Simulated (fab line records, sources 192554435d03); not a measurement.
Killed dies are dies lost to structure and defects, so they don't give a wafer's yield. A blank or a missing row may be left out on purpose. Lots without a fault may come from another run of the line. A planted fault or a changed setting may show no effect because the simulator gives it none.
Split-lot experiment | flow n5_finfet | 7 lots, 21 wafers read, on a route of 1938 steps

THE SPLIT
At N5_BEOL_M9_ETCH_62 (etches SOC in N2/H2, target depth 110 nm, overetch 22 nm, time 165 s), the setting source_w was moved away from the recipe's 840 W on 7 of the 21 wafers read, by -11.9% to +17.8%. The other wafers ran this setting at the recipe's value.

The reading is taken at the split's own step.

THE READING
rf_vpp_V, in V, at N5_BEOL_M9_ETCH_62 (etches SOC in N2/H2, target depth 110 nm, overetch 22 nm, time 165 s). Fault-free wafers of this fab line usually give 523.5 V, standard deviation 2.4 V.

wafer  | tool, chamber at the split | source_w as run, W | against the recipe | rf_vpp_V, V | against lot-mates on the recipe
L074.1 | rie_diel-04, 2             | 840                | recipe             | 522.4       | -
L074.3 | rie_diel-04, 0             | 840                | recipe             | 522.5       | -
L074.4 | rie_diel-04, 3             | 739.8              | -11.9%             | 546.5       | +24.0
L077.1 | rie_diel-06, 1             | 883.8              | +5.2%              | 512.3       | -15.2
L077.4 | rie_diel-06, 2             | 883.8              | +5.2%              | 518.7       | -8.8
L077.5 | rie_diel-06, 3             | 840                | recipe             | 527.5       | -
L076.1 | rie_diel-04, 0             | 908.1              | +8.1%              | 509.4       | -14.5
L076.3 | rie_diel-04, 3             | 840                | recipe             | 523.9       | -
L076.6 | rie_diel-04, 1             | 908.1              | +8.1%              | 512.3       | -11.6
L086.1 | rie_diel-04, 2             | 754.9              | -10.1%             | 540.3       | +17.0
L086.5 | rie_diel-04, 1             | 840                | recipe             | 525.1       | -
L086.6 | rie_diel-04, 0             | 840                | recipe             | 521.5       | -
L088.1 | rie_diel-05, 1             | 840                | recipe             | 519.8       | -
L088.3 | rie_diel-05, 3             | 840                | recipe             | 520.3       | -
L088.6 | rie_diel-05, 1             | 989.1              | +17.8%             | 493.9       | -26.1
L094.1 | rie_diel-05, 3             | 840                | recipe             | 522.2       | -
L094.4 | rie_diel-05, 0             | 840                | recipe             | 524.6       | -
L094.5 | rie_diel-05, 1             | 840                | recipe             | 518.8       | -
L096.1 | rie_diel-04, 0             | 840                | recipe             | 520.5       | -
L096.3 | rie_diel-04, 3             | 840                | recipe             | 524.1       | -
L096.6 | rie_diel-04, 2             | 840                | recipe             | 521.0       | -

THE FIT
A straight line over all 21 wafers: rf_vpp_V changes by -1.68 V for each +1% of source_w; r = -0.97; the points scatter about the line by 2.5 V.
The same after taking each lot's own level away (the mean of its wafers on the recipe; 21 wafers): -1.69 V for each +1%; r = -0.98; scatter 2.4 V.
On that fit, the largest move of source_w shifts the reading by 30 V.
The lots' own levels span 520.05 to 527.50 V, that is 3.1 times the standard deviation above.
So the lot-to-lot level changes the slope little: the two slopes agree.
Check: with one of the wafers moved furthest among these (+17.8%) left out of the fit, the line predicts -32.8 V for it against its lot-mates. It came out at -26.1 V against them.
Tool readings at the split's step, against how far the setting was moved: rf_vpp_V r = -0.97.

OTHER SPLITS ON THESE WAFERS
These wafers also went through other splits before the reading. Each is held against what the fit with the lots' levels taken away leaves over:
other split on the same wafers | wafers away from the commonest value | r with rf_vpp_V (lot level and that fit taken away)
N5_BEOL_M9_EXPOSE_08 dose_mj   | 3                                    | -0.34

THE FILE'S OWN FIT
rf_vpp_V changes by -1.67 V for each +1% of source_w, r = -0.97.
